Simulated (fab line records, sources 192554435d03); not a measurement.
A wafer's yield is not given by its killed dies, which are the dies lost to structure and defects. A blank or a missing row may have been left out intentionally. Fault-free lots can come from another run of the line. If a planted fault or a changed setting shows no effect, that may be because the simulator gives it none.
fab line records	flow n5Finfet
[record] lots = 8	wafers = 24	lastDay = 16
route steps=1938 shown DUMMY_GATE@218 SPACER0@261 SD_EPI_N@272 BEOL_M4@1111 PASSIVATION@1936
lots with no fault: from the same line, run without faults
startH: hours from the record's first day to the start of the lot's first wafer shown	waitH: hours from the lot's prior step to this one	" unchanged from the row above	L1.1+2: a row that stands for several wafers	- no value present, or no start provided	* or withheld: withheld	< > ~ a bound
route shown NAME@n: a module of which the file shows steps, and the number in the route of the first	usual: the fault-free wafers' mean and standard deviation	same: alike in all rows	chamber/n: place in a boat	sites: readings site by site	_std_site: standard deviation across them	_edge_site: mean of outer sites minus mean of inner sites	radiusMm: for every site, how far away it sits from the centre of the wafer	mask NAME#n: copy n	behind: the last tool/chamber to shape the wafer	hold: why the lot went on hold/how many hours it stayed there/how the hold came to an end	device: transistor that didn't switch, given as n, p or np	end of line: tests run on the same wafers once the route is complete	where a step has no rows: the recipe by itself	killed: dies that structure and defects cost at the first sort, which is not the same as the wafer's yield	map: the dies of a wafer, with x for killed, . for not killed, _ for no die there
set.NAME: the run value of the setting; set.NAME@STEP: its run value at that earlier step	model.NAME: the simulator's own value behind a step, which no gauge read
route steps across a sampled set of lots; one table per step, one row per wafer
services: from which hour (startH, from the record's first day; less than 0 if before it) a tool's chamber was out of use, for how many hours, and why
[[steps]]
[step N5_DUMMY_GATE_CMP_04]
[recipe] material = a-Si	postCmpClean = alkalineBrush
[usual] motorCurrentA = 9.8/0.82	timeToEndpointS = 12.6/2.2
lot.wafer	tool	chamber	startH	waitH	motorCurrentA	timeToEndpointS
L315.3	cmp-02	0	42.75	0.0	9.7	16.4
L315.2	"	3	"	"	9.4	15.0
L315.5	"	0	"	"	8.7	13.5
L321.2	cmp-04	2	78.78	0.1	8.7	16.4
L321.3	"	3	"	"	11.8	15.4
L321.6	"	0	"	"	10.2	16.2
L324.2	cmp-03	0	97.45	0.1	8.3	12.0
L324.6	"	2	"	"	10.6	10.2
L324.5	"	3	"	"	10.1	10.7
L325.1	cmp-03	1	103.34	0.1	9.9	11.3
L325.6	"	0	"	"	8.6	11.9
L325.5	"	1	"	"	9.7	12.4
L327.1	cmp-03	0	116.54	0.2	8.8	15.4
L327.6	"	1	"	"	9.3	14.0
L327.5	"	2	"	"	11.2	11.1
L328.3	cmp-04	0	126.85	0.1	10.7	14.7
L328.2	"	1	"	"	8.2	11.1
L328.5	"	0	"	"	10.6	14.4
L331.3	cmp-02	1	141.46	0.0	9.8	11.9
L331.4	"	2	"	"	10.8	10.9
L331.1	"	0	"	"	9.4	11.2
L332.2	cmp-03	2	147.06	0.1	11.5	12.0
L332.1	"	1	"	"	9.9	15.5
L332.5	"	3	"	"	9.8	14.4
[step N5_DUMMY_GATE_OVL_MEAS_16]
[recipe] pointsPerWafer = 522
[usual] GATE_OVL = 0.4/0.7
[same] pointsPerWafer = 522
lot.wafer	tool	chamber	startH	waitH	GATE_OVL[nm]
L315.2	overlay-01	0	47.37	0.0	-0.4
L315.3	"	0	"	"	-0.7
L315.5	"	0	"	"	-0.2
L321.2	overlay-02	0	85.25	0.0	0.0
L321.3	"	0	"	"	0.4
L321.6	"	0	"	"	-0.1
L324.2	overlay-01	0	102.09	0.0	0.2
L324.5	"	0	"	"	-1.1
L324.6	"	0	"	"	0.0
L325.1	overlay-01	0	109.89	0.0	0.0
L325.5	"	0	"	"	0.0
L325.6	"	0	"	"	-0.1
L327.1	overlay-01	0	121.03	0.0	0.8
L327.5	"	0	"	"	0.2
L327.6	"	0	"	"	0.7
L328.2	overlay-01	0	131.39	0.0	-0.3
L328.3	"	0	"	"	0.3
L328.5	"	0	"	"	0.1
L331.1	overlay-02	0	146.04	0.0	-0.7
L331.3	"	0	"	"	-0.6
L331.4	"	0	"	"	1.1
L332.1	overlay-01	0	151.65	0.0	0.2
L332.2	"	0	"	"	-0.4
L332.5	"	0	"	"	-0.1
[step N5_DUMMY_GATE_ETCH_23]
[recipe] chemistry = HBr/Cl2/O2	HBr_flow_sccm = 150	Cl2_flow_sccm = 80	O2_flow_sccm = 12	biasW = 102	targetDepthA = 410	timeS = 22.3	target = poly-Si	maskMaterial = SiO2	pressureMtorr = 10	icpW = 800
[usual] drypumpMotorCurrentA = 5.7/0.42	heBacksideLeakSccm = 2.7/0.33	oesProductAu = 1.006/0.017	rfFwdPowerW = 794.8/2.8	throttleValvePct = 37.39/0.24
lot.wafer	tool	chamber	startH	waitH	drypumpMotorCurrentA	heBacksideLeakSccm	oesProductAu	rfFwdPowerW	rfHoursCounterH	throttleValvePct
L315.2	rieSi-05	3	48.36	0.0	5.3	3.2	0.992	792.1	189	37.78
L315.3	"	0	"	"	5.6	3.1	1.021	793.2	192	37.15
L315.5	"	2	"	"	6.3	2.5	1.012	797.9	-	37.17
L321.2	rieSi-04	1	86.04	0.0	5.7	2.8	1.010	795.6	159	37.33
L321.3	"	0	"	"	5.6	2.9	1.027	793.8	166	37.77
L321.6	"	2	"	"	5.8	2.4	0.999	799.2	-	37.68
L324.2	rieSi-05	3	102.92	0.0	5.3	3.2	0.998	791.2	190	37.75
L324.5	"	3	"	"	5.3	3.1	0.995	791.1	-	37.77
L324.6	"	0	"	"	5.6	3.0	1.007	796.5	-	37.15
L325.1	rieSi-04	0	110.89	0.0	5.7	2.9	1.015	796.6	167	37.77
L325.5	"	1	"	"	5.7	2.8	0.996	795.9	-	37.32
L325.6	"	2	"	"	5.7	2.6	0.988	794.8	-	37.67
L327.1	rieSi-04	2	122.96	0.0	5.7	2.4	0.993	794.6	111	37.69
L327.5	"	3	"	"	5.4	2.1	1.035	793.1	-	37.19
L327.6	"	2	"	"	5.8	2.4	0.983	791.6	-	37.67
L328.2	rieSi-05	1	132.52	0.0	6.0	4.9	1.010	798.8	35	37.23
L328.3	"	2	"	"	6.3	2.6	0.997	794.1	33	37.17
L328.5	"	0	"	"	5.6	3.0	1.005	796.0	-	37.18
L331.1	rieSi-04	3	147.01	0.0	5.4	2.3	1.033	794.9	72	37.18
L331.3	"	1	"	"	5.7	2.8	1.010	793.8	160	37.31
L331.4	"	0	"	"	5.6	2.8	1.018	797.0	168	37.77
L332.1	rieSi-04	3	152.62	0.0	5.4	2.2	1.028	794.0	72	37.21
L332.2	"	0	"	"	5.7	2.8	1.014	797.1	168	37.77
L332.5	"	1	"	"	5.7	2.7	1.008	794.3	-	37.33
[step N5_DUMMY_GATE_PRECLEAN_25]
[recipe] chemistry = O3/DIW	timeS = 45	tempC = 22	o3Ppm = 10
[usual] bathHeatDutyPct = 2.3/0.4
lot.wafer	tool	chamber	startH	waitH	bathHeatDutyPct
L315.2	wetBench-04	1	48.71	0.0	2.2
L315.3	"	3	"	"	2.8
L315.5	"	4	"	"	2.7
L321.2	wetBench-04	2	86.40	0.0	2.0
L321.3	"	0	"	"	2.1
L321.6	"	3	"	"	2.3
L324.2	wetBench-06	3	103.28	0.0	1.9
L324.5	"	1	"	"	2.3
L324.6	"	4	"	"	2.7
L325.1	wetBench-06	0	111.39	0.0	2.7
L325.5	"	3	"	"	1.3
L325.6	"	4	"	"	2.8
L327.1	wetBench-06	2	123.33	0.0	1.6
L327.5	"	1	"	"	2.1
L327.6	"	7	"	"	2.3
L328.2	wetBench-04	6	133.61	0.0	2.3
L328.3	"	7	"	"	1.8
L328.5	"	1	"	"	2.8
L331.1	wetBench-06	6	147.37	0.0	2.7
L331.3	"	3	"	"	1.9
L331.4	"	5	"	"	2.8
L332.1	wetBench-06	3	152.97	0.0	2.2
L332.2	"	6	"	"	2.4
L332.5	"	4	"	"	2.2
[step N5_DUMMY_GATE_INSPECT_27]
[recipe] inspectInstrument = brightfield	mode = aei
[usual] rawDefectCount = 296/73
lot.wafer	tool	chamber	startH	waitH	rawDefectCount
L315.2	defectInspect-02	-	48.81	0.0	342
L315.3	"	-	"	"	222
L315.5	"	-	"	"	344
L321.2	defectInspect-01	-	86.49	0.0	314
L321.3	"	-	"	"	318
L321.6	"	-	"	"	242
L324.2	defectInspect-01	-	103.38	0.0	296
L324.5	"	-	"	"	321
L324.6	"	-	"	"	284
L325.1	defectInspect-02	-	111.56	0.0	641
L325.5	"	-	"	"	393
L325.6	"	-	"	"	432
L327.1	defectInspect-02	-	123.43	0.0	245
L327.5	"	-	"	"	278
L327.6	"	-	"	"	280
L328.2	defectInspect-02	-	133.72	0.0	295
L328.3	"	-	"	"	267
L328.5	"	-	"	"	370
L331.1	defectInspect-02	-	147.46	0.0	751
L331.3	"	-	"	"	780
L331.4	"	-	"	"	997
L332.1	defectInspect-02	-	153.07	0.0	911
L332.2	"	-	"	"	899
L332.5	"	-	"	"	934
[step N5_SPACER0_INSPECT_04]
[recipe] inspectInstrument = darkfield	mode = postDep
[usual] rawDefectCount = 134/31
lot.wafer	tool	chamber	startH	waitH	rawDefectCount
L315.2	defectInspect-02	-	49.67	0.1	164
L315.3	"	-	"	"	112
L315.5	"	-	"	"	157
L321.2	defectInspect-02	-	87.86	0.1	147
L321.3	"	-	"	"	136
L321.6	"	-	"	"	176
L324.2	defectInspect-02	-	103.98	0.1	111
L324.5	"	-	"	"	135
L324.6	"	-	"	"	114
L325.1	defectInspect-02	-	113.21	0.1	262
L325.5	"	-	"	"	158
L325.6	"	-	"	"	175
L327.1	defectInspect-02	-	124.17	0.1	112
L327.5	"	-	"	"	121
L327.6	"	-	"	"	111
L328.2	defectInspect-02	-	134.32	0.1	145
L328.3	"	-	"	"	127
L328.5	"	-	"	"	175
L331.1	defectInspect-02	-	148.07	0.1	681
L331.3	"	-	"	"	638
L331.4	"	-	"	"	743
L332.1	defectInspect-01	-	153.67	0.1	698
L332.2	"	-	"	"	708
L332.5	"	-	"	"	749
[step N5_SD_EPI_N_INSPECT_11]
[recipe] mode = adi	inspectInstrument = macro
[usual] rawDefectCount = 2.2/1.6
lot.wafer	tool	chamber	startH	waitH	rawDefectCount
L315.2	defectInspect-01	-	50.00	0.0	3
L315.3	"	-	"	"	4
L315.5	"	-	"	"	1
L321.2	defectInspect-02	-	88.32	0.0	7
L321.3	"	-	"	"	3
L321.6	"	-	"	"	2
L324.2	defectInspect-01	-	104.43	0.0	3
L324.5	"	-	"	"	0
L324.6	"	-	"	"	1
L325.1	defectInspect-02	-	113.66	0.0	4
L325.5	"	-	"	"	3
L325.6	"	-	"	"	0
L327.1	defectInspect-02	-	124.62	0.0	3
L327.5	"	-	"	"	3
L327.6	"	-	"	"	2
L328.2	defectInspect-02	-	134.67	0.0	1
L328.3	"	-	"	"	3
L328.5	"	-	"	"	3
L331.1	defectInspect-02	-	148.52	0.0	>300
L331.3	"	-	"	"	>300
L331.4	"	-	"	"	>300
L332.1	defectInspect-01	-	154.12	0.0	>300
L332.2	"	-	"	"	>300
L332.5	"	-	"	"	>300
[step N5_SD_EPI_N_INSPECT_26]
[recipe] inspectInstrument = darkfield	mode = postEpi
[usual] rawDefectCount = 201/35
lot.wafer	tool	chamber	startH	waitH	rawDefectCount
L315.2	defectInspect-01	-	54.02	0.1	178
L315.3	"	-	"	"	144
L315.5	"	-	"	"	195
L321.2	defectInspect-01	-	93.57	0.1	186
L321.3	"	-	"	"	193
L321.6	"	-	"	"	243
L324.2	defectInspect-02	-	109.62	0.1	190
L324.5	"	-	"	"	220
L324.6	"	-	"	"	189
L325.1	defectInspect-01	-	118.40	0.1	284
L325.5	"	-	"	"	212
L325.6	"	-	"	"	201
L327.1	defectInspect-01	-	129.25	0.1	208
L327.5	"	-	"	"	178
L327.6	"	-	"	"	191
L328.2	defectInspect-02	-	138.69	0.1	221
L328.3	"	-	"	"	193
L328.5	"	-	"	"	244
L331.1	defectInspect-01	-	154.08	0.1	744
L331.3	"	-	"	"	664
L331.4	"	-	"	"	770
L332.1	defectInspect-01	-	158.84	0.1	776
L332.2	"	-	"	"	834
L332.5	"	-	"	"	813
[step N5_BEOL_M4_RC_MEAS_101]
[usual] DIBL_N = 36.2/1.6	DIBL_P = 36.1/2	IOFF_N = 0.16/0.032	IOFF_P = 0.22/0.036	ION_N = 672/11	ION_P = 463/7.5	SS_N = 71.4/0.58	SS_P = 73.2/0.67	VT_N = 250/3.3	VT_P = -250/3.3
lot.wafer	tool	chamber	startH	waitH	DIBL_N[mV/V]	DIBL_P[mV/V]	IOFF_N[nA/um]	IOFF_P[nA/um]	ION_N[uA/um]	ION_P[uA/um]	SS_N[mV/dec]	SS_P[mV/dec]	VT_N[mV]	VT_P[mV]
L315.2	prober-02	0	172.98	0.2	36.6	37.3	0.13	0.17	652	446	71.1	72.5	254	-257
L315.3	"	0	"	"	37.2	38.7	0.17	0.19	679	456	72.3	74.0	247	-251
L315.5	"	0	"	"	34.5	35.6	0.12	0.15	660	444	70.7	72.3	255	-256
L321.2	prober-02	0	217.83	0.2	36.2	36.8	0.15	0.20	654	455	72.1	73.0	252	-251
L321.3	"	0	"	"	35.3	34.3	0.12	0.17	665	461	71.8	72.3	255	-253
L321.6	"	0	"	"	37.4	39.0	0.18	0.23	671	458	71.7	74.2	248	-250
L324.2	prober-02	0	224.69	0.2	37.7	37.1	0.17	0.24	675	471	71.8	73.0	247	-246
L324.5	"	0	"	"	37.3	38.2	0.16	0.26	678	471	71.5	74.0	248	-245
L324.6	"	0	"	"	37.0	38.0	0.16	0.24	682	466	71.5	72.8	249	-246
L325.1	prober-02	0	234.37	0.0	36.8	37.0	0.18	0.23	673	461	71.7	73.3	248	-250
L325.5	"	0	"	"	36.4	36.5	0.18	0.22	676	470	71.3	73.8	249	-251
L325.6	"	0	"	"	34.8	35.0	0.15	0.21	676	465	71.6	73.7	248	-248
L327.1	prober-02	0	246.98	0.0	33.7	33.0	0.12	0.19	657	461	70.5	72.0	252	-246
L327.5	"	0	"	"	35.4	35.0	0.15	0.23	681	468	71.2	72.8	250	-245
L327.6	"	0	"	"	36.2	35.8	0.18	0.23	686	474	71.4	73.0	247	-244
L328.2	prober-02	0	253.70	0.2	37.5	39.2	0.22	0.26	680	463	71.8	74.1	243	-250
L328.3	"	0	"	"	39.5	41.9	0.26	0.31	693	475	73.1	74.5	243	-246
L328.5	"	0	"	"	37.5	39.3	0.20	0.25	690	472	71.6	74.0	245	-250
L332.1	prober-02	0	273.13	0.0	34.6	34.6	0.12	0.18	661	458	71.6	72.5	254	-253
L332.2	"	0	"	"	35.1	35.6	0.13	0.19	667	461	71.1	72.6	254	-250
L332.5	"	0	"	"	36.8	38.2	0.15	0.23	679	470	72.1	73.9	251	-250
L331.1	prober-02	0	276.46	0.0	34.2	33.8	0.13	0.18	647	455	70.6	72.7	253	-253
L331.3	"	0	"	"	33.3	32.6	0.13	0.17	657	459	70.6	72.4	251	-251
L331.4	"	0	"	"	36.3	36.6	0.17	0.23	665	457	72.2	73.4	248	-250
[step N5_PASSIVATION_PROBE_49]
[usual] defectLimitedYield = 91.4/1.3	killed_at_M0_to_M3 = 34/10	killed_at_M4_up = 14/5.6	killedAtContacts = 13/5.9	killedAtFrontEnd = 37/9.9	killedAtOther = 3.5/2.8	killedDies = 101/15	killedOnRim = 13/3.9	killedOpen = 67/12	killedShort = 32/6.6	sort_bin_5_function = 5.0/0.81	sort_bin_6_memory = 3.2/0.66	sort_bin_8_speed = 0.00/0.007	sortNPass = 1079/15	sortYieldPct = 91.4/1.3
[same] grossDies = 1180	killedAtBackSide = 0	sort_bin_4_leakage[%] = 0
lot.wafer	tool	chamber	startH	waitH	defectLimitedYield[%]	killed_at_M0_to_M3	killed_at_M4_up	killedAtContacts	killedAtFrontEnd	killedAtOther	killedDies	killedOnRim	killedOpen	killedShort	sort_bin_5_function[%]	sort_bin_6_memory[%]	sort_bin_8_speed[%]	sortNPass	sortYieldPct[%]
L324.2	prober-01	-	336.84	0.1	93.1	21	13	9	35	3	81	12	47	27	3.8	1.9	0	1099	93.1
L324.5	prober-01	-	336.99	0.2	92.7	17	9	12	47	1	86	7	50	35	3.8	3.0	0	1094	92.7
L324.6	prober-01	-	337.04	0.3	93.7	27	13	8	24	2	74	2	52	22	3.6	2.5	0	1106	93.7
L327.1	prober-01	-	352.87	0.0	91.3	35	16	16	33	3	103	16	72	28	5.6	2.7	0	1077	91.3
L327.5	prober-01	-	353.07	0.2	92.0	18	35	6	33	2	94	13	65	29	5.1	2.5	0	1086	92.0
L327.6	prober-01	-	353.12	0.3	92.0	13	17	7	54	3	94	11	66	27	4.1	3.6	0	1086	92.0
L332.1	prober-02	-	376.29	0.0	85.2	33	28	11	102	1	175	26	81	32	9.7	3.8	0	1005	85.2
L332.2	prober-02	-	376.34	0.1	83.1	31	12	16	136	5	200	22	59	33	10.7	4.2	0	980	83.1
L332.5	prober-02	-	376.49	0.2	81.7	34	14	16	152	0	216	22	59	33	12.1	3.4	0	964	81.7
L331.1	prober-01	-	376.57	0.0	80.6	32	12	17	164	4	229	27	73	47	11.9	4.6	0	951	80.6
L331.3	prober-01	-	376.67	0.1	87.0	51	6	10	86	0	153	28	64	27	6.8	4.2	0	1027	87.0
L331.4	prober-01	-	376.72	0.2	81.5	50	10	14	144	0	218	32	77	34	11.2	4.6	0	962	81.5
// killed by level:class
L324.2 BEOL_M1:geometricParticle:open=8 MOL_CONTACT_COAG:geometricParticle:open=7 HKMG_FIN:areaEtch=7 BEOL_M4:geometricParticle:open=6 STI_FIN_REVEAL:geometricParticle:open=5 GATE_CUT:geometricParticle:short=5 STARTING-WAFER:geometricParticle:open=5 BEOL_M0_SAQP:geometricParticle:short=4
L324.5 FIN_SAQP:geometricParticle:short=18 FIN_SAQP:geometricParticle:open=11 MOL_CONTACT_COAG:geometricParticle:open=11 BEOL_M0_SAQP:geometricParticle:short=6 BEOL_M2:geometricParticle:open=5 BEOL_M4:geometricParticle:open=5 DUMMY_GATE:geometricParticle:open=4 GATE_CUT:geometricParticle:short=4
L324.6 BEOL_M1:geometricParticle:open=8 MOL_CONTACT_COAG:geometricParticle:open=7 BEOL_M4:geometricParticle:open=7 BEOL_M2:geometricParticle:open=6 STI_FIN_REVEAL:geometricParticle:open=5 DUMMY_GATE:geometricParticle:open=5 BEOL_M1:geometricParticle:short=5 FIN_SAQP:geometricParticle:open=3
L327.1 MOL_CONTACT_COAG:geometricParticle:open=14 STI_FIN_REVEAL:geometricParticle:open=12 FIN_SAQP:geometricParticle:open=9 BEOL_M2:geometricParticle:open=7 BEOL_M4:geometricParticle:open=7 BEOL_M3:geometricParticle:short=5 BEOL_M1:geometricParticle:open=5 BEOL_M0_SAQP:geometricParticle:short=4
L327.5 BEOL_M4:geometricParticle:open=16 STI_FIN_REVEAL:geometricParticle:open=10 BEOL_M5:geometricParticle:open=9 DUMMY_GATE:geometricParticle:open=7 BEOL_M0_SAQP:geometricParticle:open=7 BEOL_M0_SAQP:geometricParticle:short=6 FIN_SAQP:geometricParticle:short=4 MOL_CONTACT_COAG:geometricParticle:open=4
L327.6 FIN_SAQP:geometricParticle:open=18 STI_FIN_REVEAL:geometricParticle:open=13 FIN_SAQP:geometricParticle:short=8 BEOL_M4:geometricParticle:open=6 BEOL_M1:geometricParticle:open=5 MOL_CONTACT_COAG:geometricParticle:open=4 BEOL_M6:geometricParticle:open=4 DUMMY_GATE:geometricParticle:open=3
L332.1 DUMMY_GATE:unspecified=60 BEOL_M4:geometricParticle:open=13 FIN_SAQP:geometricParticle:open=10 STI_FIN_REVEAL:geometricParticle:open=9 BEOL_M3:geometricParticle:open=8 BEOL_M0_SAQP:geometricParticle:open=8 FIN_SAQP:geometricParticle:short=7 BEOL_M2:geometricParticle:open=7
L332.2 DUMMY_GATE:unspecified=108 MOL_CONTACT_COAG:geometricParticle:open=14 BEOL_M1:geometricParticle:open=8 GATE_CUT:geometricParticle:short=6 BEOL_M0_SAQP:geometricParticle:open=5 BEOL_M2:geometricParticle:open=5 BEOL_M4:geometricParticle:open=5 BEOL_M3:geometricParticle:short=4
L332.5 DUMMY_GATE:unspecified=122 MOL_CONTACT_COAG:geometricParticle:open=11 BEOL_M2:geometricParticle:open=7 BEOL_M3:geometricParticle:open=7 GATE_CUT:geometricParticle:short=6 BEOL_M1:geometricParticle:open=6 STI_FIN_REVEAL:geometricParticle:open=5 STARTING-WAFER:geometricParticle:short=5
L331.1 DUMMY_GATE:unspecified=108 STI_FIN_REVEAL:geometricParticle:open=16 MOL_CONTACT_COAG:geometricParticle:open=11 FIN_SAQP:geometricParticle:short=7 GATE_CUT:geometricParticle:short=7 MOL_CONTACT_COAG:geometricParticle:short=6 BEOL_M0_SAQP:geometricParticle:short=6 BEOL_M0_SAQP:geometricParticle:open=6
L331.3 DUMMY_GATE:unspecified=62 BEOL_M0_SAQP:geometricParticle:open=11 MOL_CONTACT_COAG:geometricParticle:open=10 BEOL_M0_SAQP:geometricParticle:short=10 BEOL_M1:geometricParticle:open=8 BEOL_M3:geometricParticle:open=7 FIN_SAQP:geometricParticle:open=6 BEOL_M2:geometricParticle:open=6
L331.4 DUMMY_GATE:unspecified=107 BEOL_M0_SAQP:geometricParticle:short=14 MOL_CONTACT_COAG:geometricParticle:open=13 STI_FIN_REVEAL:geometricParticle:open=11 BEOL_M0_SAQP:geometricParticle:open=10 BEOL_M1:geometricParticle:open=7 FIN_SAQP:geometricParticle:open=6 GATE_CUT:geometricParticle:short=6
[[services]]
tool	chamber	startH	hours	kind
rieSi-05	2	43.74	1.9	repair
cmp-03	-	46.77	4.0	pm
cmp-03	-	50.77	-	consumableReplace:conditioner
cmp-03	-	50.77	-	consumableReplace:pad
cmp-02	-	73.45	5.7	pm
cmp-04	-	84.45	7.3	pm
rieSi-05	1	114.00	6.8	repair
cmp-02	-	116.34	7.8	repair
cmp-04	-	142.39	1.4	repair
cmp-04	-	143.81	4.8	pm
[[key]]
[firstSign] step = N5_DUMMY_GATE_INSPECT_27	reading = rawDefectCount	direction = up	sigmas = 7.9	usual = 296	struck = 879
[effect] step = N5_SPACER0_INSPECT_04	reading = rawDefectCount	direction = up	sigmas = 19	usual = 134	struck = 703
[effect] step = N5_SD_EPI_N_INSPECT_11	reading = rawDefectCount	direction = up	sigmas = 99+	usual = 2.2	struck = >300
[effect] step = N5_SD_EPI_N_INSPECT_26	reading = rawDefectCount	direction = up	sigmas = 16	usual = 201	struck = 767
[effect] step = N5_PASSIVATION_PROBE_49	reading = killedAtFrontEnd	direction = up	sigmas = 9.4	usual = 37	struck = 131
[moreKillsBornAt] N5_DUMMY_GATE_PRECLEAN_25@wetBench-06 = 567
metAt N5_DUMMY_GATE_PRECLEAN_25
struckLots L331,L332
notActingAt N5_DUMMY_GATE_CMP_04,N5_DUMMY_GATE_OVL_MEAS_16,N5_DUMMY_GATE_ETCH_23
onsetBetween 123.33 147.37
alsoFits time
[fault] kind = chamberParticleSource	tool = wetBench-06	chamber = -	onsetH = 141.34	steps = N5_DUMMY_GATE_PRECLEAN_25	ratePerVisitCm2 = 0.86984	endH = 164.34
